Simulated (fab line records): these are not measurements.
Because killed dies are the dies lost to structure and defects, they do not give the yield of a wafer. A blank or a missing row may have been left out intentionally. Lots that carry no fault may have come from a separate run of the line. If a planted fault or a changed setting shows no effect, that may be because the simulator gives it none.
8D (eight disciplines) problem report, filled in by code + flow n5 finfet + the parts of the form that need people (team, actions taken, sign-off) are left out

1. WHAT WENT WRONG
Mean of oes product au at N5_BEOL_M7_HM_OPEN_17: 0.31 a.u. across 2 wafers in 2 lots; on wafers with no fault it is 0.69 a.u. (standard deviation 0.043). That is -8.8 standard deviations from the usual mean.
The step: chemistry Cl2/BCl3, target TiN, target depth 20 nm, overetch 6 nm.
Earliest sighting: wafer L150.3 on rie metal-02 at day 12 11:13. At this step, 24 wafers from 9 lots have a number in the record. Rule for "out", or "out of limits": more than 4 standard deviations from the usual mean. The rest of the wafers with a number are treated as sound.

2. WHAT IT IS; WHAT IT IS NOT
| question                    | is                | is not                                                                                      |
|-----------------------------|-------------------|---------------------------------------------------------------------------------------------|
| which readings at this step | oes product au    | bcl3 flow sccm, drypump motor current A, he backside leak sccm, mfc cl2 sccm, oes_ar_750_au |
| which lots                  | L149, L150        | L138, L140, L142, L143, L155, L156, L161                                                    |
| which wafers of those lots  | L149.2, L150.3    | L149.4, L150.4                                                                              |
| read on which tools         | rie metal-02      | rie metal-01, rie metal-03                                                                  |
| when                        | from day 12 11:13 | up to then (12 sound wafers); but 10 sound wafers of L149, L155, L156, L161 came after      |

3. WHAT RULES OUT EACH SUSPECT
Counting: any tool at a process step up to the reading remains a suspect provided it ran every lot that is out. Sound lots after the first of them don't rule it out here, since some wafers of a struck lot are sound.
- pvd sputter-01 at N5_BEOL_M7_HM_DEP_02 (deposits TiN, target thk 20 nm): kept. It processed each lot that is out (first: L150, day 12 10:27); up to then, its last sound lot is L142 (day 10 00:56).
- rie diel-02 at N5_BEOL_M7_ETCH_62 (etches SOC in N2/H2, target depth 110 nm, overetch 22 nm, time 165 s): kept. It processed each lot that is out (first: L150, day 12 11:00); up to then, its last sound lot is L143 (day 11 08:52).
- rie metal-02 at N5_BEOL_M7_HM_OPEN_17 (chemistry Cl2/BCl3, target TiN, target depth 20 nm, overetch 6 nm): kept. It processed each lot that is out (first: L150, day 12 11:13); up to then, its last sound lot is L142 (day 10 01:48). On those wafers its own readings are out: oes product au.
- The sound lot-mates ran in chamber 0 of rie diel-02 at N5_BEOL_M7_ETCH_62, but the wafers that are out ran in chamber 2.
- The sound lot-mates ran in chamber 0 of rie metal-02 at N5_BEOL_M7_HM_OPEN_17, but the wafers that are out ran in chamber 1.
Left after counting: pvd sputter-01 at N5_BEOL_M7_HM_DEP_02, rie diel-02 at N5_BEOL_M7_ETCH_62, rie metal-02 at N5_BEOL_M7_HM_OPEN_17.

4. THE CAUSE (what the simulator had put in)
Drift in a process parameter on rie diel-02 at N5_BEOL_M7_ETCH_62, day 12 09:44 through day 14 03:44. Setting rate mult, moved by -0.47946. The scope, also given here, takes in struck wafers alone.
This tool is one of the 3 suspects left after counting.

5. THE EFFECT CHAIN, in route order
Each row: a reading whose mean over the struck wafers that have a number lies more than 3 standard deviations from the usual. Readings are gone through only where the record gives a usual standard deviation; hours: the median, over the lots, of the time from a lot's start at the first step in this table giving one to that lot's start at this step; sigmas: the change measured in usual standard deviations.
| hours | step                    | reading              | usual     | on struck wafers | change | sigmas      |
|-------|-------------------------|----------------------|-----------|------------------|--------|-------------|
| 0     | N5_BEOL_M7_HM_OPEN_17   | oes product au       | 0.69 a.u. | 0.31             | -0.38  | -8.8        |
| 0     | N5_BEOL_M7_HM_OPEN_17   | throttle valve pct   | 21.98 %   | 22.80            | +0.82  | +3.4        |
| 75    | N5_PASSIVATION_PROBE_49 | defect limited yield | 91.0 %    | 0.0              | -91.0  | -65         |
| 75    | N5_PASSIVATION_PROBE_49 | killed_at_M4_up      | 14        | 1078             | +1064  | +99 or more |
| 75    | N5_PASSIVATION_PROBE_49 | killed dies          | 106       | 1180             | +1074  | +63         |
| 75    | N5_PASSIVATION_PROBE_49 | killed on rim        | 14        | 152              | +138   | +35         |
| 75    | N5_PASSIVATION_PROBE_49 | sort_bin_5_function  | 5.3 %     | 96.0             | +90.7  | +91         |
| 75    | N5_PASSIVATION_PROBE_49 | sort n pass          | 1073      | 0                | -1073  | -56         |
| 75    | N5_PASSIVATION_PROBE_49 | sort yield pct       | 91.0 %    | 0.0              | -91.0  | -57         |
The process steps in it:
- N5_BEOL_M7_HM_OPEN_17: chemistry Cl2/BCl3, target TiN, target depth 20 nm, overetch 6 nm.
- N5_PASSIVATION_PROBE_49
Readings that are blank on the struck wafers while sound wafers have them: cd nm at N5_BEOL_M7_CD_MEAS_18; trench depth nm at N5_BEOL_M7_OCD_MEAS_38.

6. HOW IT WOULD HAVE BEEN CAUGHT EARLIER
In this record the first reading out of limits was taken at day 12 11:13, 1 hour after the fault began at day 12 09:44.
Of the tool readings at N5_BEOL_M7_ETCH_62 for which the record gives a usual standard deviation, none was out on any struck wafer, so an alarm limit of 4 standard deviations on them would not have fired.
Of the lots that are out (2), L149 began N5_BEOL_M7_ETCH_62 on rie diel-02 after day 12 11:13. Holding the tool at that time would have saved it.
